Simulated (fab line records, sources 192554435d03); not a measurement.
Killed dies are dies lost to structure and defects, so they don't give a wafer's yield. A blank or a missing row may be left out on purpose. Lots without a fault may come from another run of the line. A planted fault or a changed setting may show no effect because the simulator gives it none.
Split-lot experiment | flow n5_finfet | 7 lots, 39 wafers read, on a route of 1938 steps

THE SPLIT
At N5_BEOL_M12_ILD_DEP_00 (deposits SiOC from DEMS/O2, target thk 658.92 nm, time 130.7 s), the setting time_s was moved away from the recipe's 130.7 s on 18 of the 39 wafers read, by -52.0% to +51.8%. The other wafers ran this setting at the recipe's value.

FROM THE SPLIT TO THE READING: what the file shows between them, 6 steps
- N5_BEOL_M12_THK_MEAS_01
- N5_BEOL_M12_COAT_58: time 60 s, resist thk 89 nm
- N5_BEOL_M12_COAT_04: resist thk 400 nm
- N5_BEOL_M12_DESCUM_15: chemistry O2, time 7.9 s
- N5_BEOL_M12_ETCH_59: etches BARC in N2/H2, target depth 89 nm, overetch 26.7 nm, time 67.9 s
- N5_BEOL_M12_VIA_ETCH_16: etches SiOC in C4F8/O2/Ar, target depth 724.8 nm

THE READING
oes_product_au, in a.u., at N5_BEOL_M12_STRIP_63 (strips in N2/H2). Fault-free wafers of this fab line usually give 0.692 a.u., standard deviation 0.0047 a.u..

wafer  | tool, chamber at the split | time_s as run, s | against the recipe | oes_product_au, a.u. | against lot-mates on the recipe
L074.1 | pecvd-04, 0                | 130.7            | recipe             | 0.697                | -
L074.2 | pecvd-04, 2                | 198.4            | +51.8%             | 0.635                | -0.055
L074.3 | pecvd-04, 1                | 198.4            | +51.8%             | 0.627                | -0.063
L074.4 | pecvd-04, 2                | 130.7            | recipe             | 0.687                | -
L074.5 | pecvd-04, 0                | 130.7            | recipe             | 0.686                | -
L074.6 | pecvd-04, 1                | 198.4            | +51.8%             | 0.563                | -0.127
L077.1 | pecvd-02, 1,2              | 130.7            | recipe             | 0.692                | -
L077.2 | pecvd-02, 2                | 130.7            | recipe             | 0.702                | -
L077.6 | pecvd-02, 1,2              | 130.7            | recipe             | 0.688                | -
L075.1 | pecvd-03, 0                | 130.7            | recipe             | 0.689                | -
L075.2 | pecvd-03, 2                | 130.7            | recipe             | 0.693                | -
L075.3 | pecvd-03, 1                | 62.77            | -52.0%             | 0.845                | +0.154
L075.4 | pecvd-03, 1                | 130.7            | recipe             | 0.692                | -
L075.5 | pecvd-03, 2                | 62.77            | -52.0%             | 0.823                | +0.132
L075.6 | pecvd-03, 0                | 62.77            | -52.0%             | 0.827                | +0.136
L079.1 | pecvd-04, 0                | 130.7            | recipe             | 0.692                | -
L079.2 | pecvd-04, 2                | 99.96            | -23.5%             | 0.710                | +0.017
L079.3 | pecvd-04, 1                | 99.96            | -23.5%             | 0.706                | +0.013
L079.4 | pecvd-04, 0                | 99.96            | -23.5%             | 0.706                | +0.013
L079.5 | pecvd-04, 2                | 130.7            | recipe             | 0.692                | -
L079.6 | pecvd-04, 1                | 130.7            | recipe             | 0.694                | -
L088.1 | pecvd-04, 2                | 195.8            | +49.8%             | 0.631                | -0.053
L088.2 | pecvd-04, 1                | 195.8            | +49.8%             | 0.635                | -0.049
L088.3 | pecvd-04, 0                | 130.7            | recipe             | 0.678                | -
L088.4 | pecvd-04, 2                | 130.7            | recipe             | 0.689                | -
L088.5 | pecvd-04, 0                | 130.7            | recipe             | 0.685                | -
L088.6 | pecvd-04, 1                | 195.8            | +49.8%             | 0.612                | -0.072
L093.1 | pecvd-04, 1                | 130.7            | recipe             | 0.693                | -
L093.2 | pecvd-04, 2                | 167.9            | +28.5%             | 0.670                | -0.025
L093.3 | pecvd-04, 0                | 130.7            | recipe             | 0.701                | -
L093.4 | pecvd-04, 1                | 167.9            | +28.5%             | 0.674                | -0.021
L093.5 | pecvd-04, 2                | 130.7            | recipe             | 0.692                | -
L093.6 | pecvd-04, 0                | 167.9            | +28.5%             | 0.671                | -0.024
L097.1 | pecvd-03, 0                | 130.7            | recipe             | 0.700                | -
L097.2 | pecvd-03, 2                | 182.1            | +39.3%             | 0.663                | -0.029
L097.3 | pecvd-03, 1                | 130.7            | recipe             | 0.686                | -
L097.4 | pecvd-03, 0                | 130.7            | recipe             | 0.691                | -
L097.5 | pecvd-03, 1                | 182.1            | +39.3%             | 0.654                | -0.038
L097.6 | pecvd-03, 2                | 182.1            | +39.3%             | 0.663                | -0.029
Where a row lists several chambers, the file gives one row for several wafers and doesn't say which wafer went through which chamber.

THE FIT
A straight line over all 39 wafers: oes_product_au changes by -0.00165 a.u. for each +1% of time_s; r = -0.90; the points scatter about the line by 0.022 a.u..
The same after taking each lot's own level away (the mean of its wafers on the recipe; 39 wafers): -0.00163 a.u. for each +1%; r = -0.90; scatter 0.022 a.u..
On that fit, the largest move of time_s shifts the reading by 0.084 a.u..
The lots' own levels span 0.6840 to 0.6953 a.u., that is 2.4 times the standard deviation above.
So the lot-to-lot level changes the slope little: the two slopes agree.
Check: with one of the wafers moved furthest among these (-52.0%) left out of the fit, the line predicts +0.0831 a.u. for it against its lot-mates. It came out at +0.154 a.u. against them.

OTHER SPLITS ON THESE WAFERS
These wafers also went through other splits before the reading. Each is held against what the fit with the lots' levels taken away leaves over:
other split on the same wafers   | wafers away from the commonest value | r with oes_product_au (lot level and that fit taken away)
N5_BEOL_M9_TRENCH_ETCH_37 time_s | 9                                    | -0.27

THE WHOLE CHAIN: every reading that the file lists as answering this split, in the file's order
step                    | what it does                                                   | reading                                                                             | change (the file's fit)                   | r (the file's)
N5_BEOL_M12_ILD_DEP_00  | deposits SiOC from DEMS/O2, target thk 658.92 nm, time 130.7 s | SiOC_of_BEOL_M12_ILD_DEP_00.thk_nm (the simulator's own value, which no gauge read) | +6.54 nm for each +1% of the setting      | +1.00
N5_BEOL_M12_THK_MEAS_01 |                                                                | M12_ILD_THK                                                                         | +6.55 for each +1% of the setting         | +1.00
N5_BEOL_M12_VIA_ETCH_16 | etches SiOC in C4F8/O2/Ar, target depth 724.8 nm               | etch.depth_nm (the simulator's own value, which no gauge read)                      | +6.54 nm for each +1% of the setting      | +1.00
N5_BEOL_M12_VIA_ETCH_16 | etches SiOC in C4F8/O2/Ar, target depth 724.8 nm               | coat_of_BEOL_M12_COAT_04.thk_nm (the simulator's own value, which no gauge read)    | -1.93 nm for each +1% of the setting      | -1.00
N5_BEOL_M12_STRIP_63    | strips in N2/H2                                                | oes_product_au                                                                      | -0.00155 a.u. for each +1% of the setting | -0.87
N5_BEOL_M12_STRIP_63    | strips in N2/H2                                                | strip_time_to_endpoint_s                                                            | withheld for each +1% of the setting      | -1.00

THE FILE'S OWN FIT
oes_product_au changes by -0.00155 a.u. for each +1% of time_s, r = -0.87.
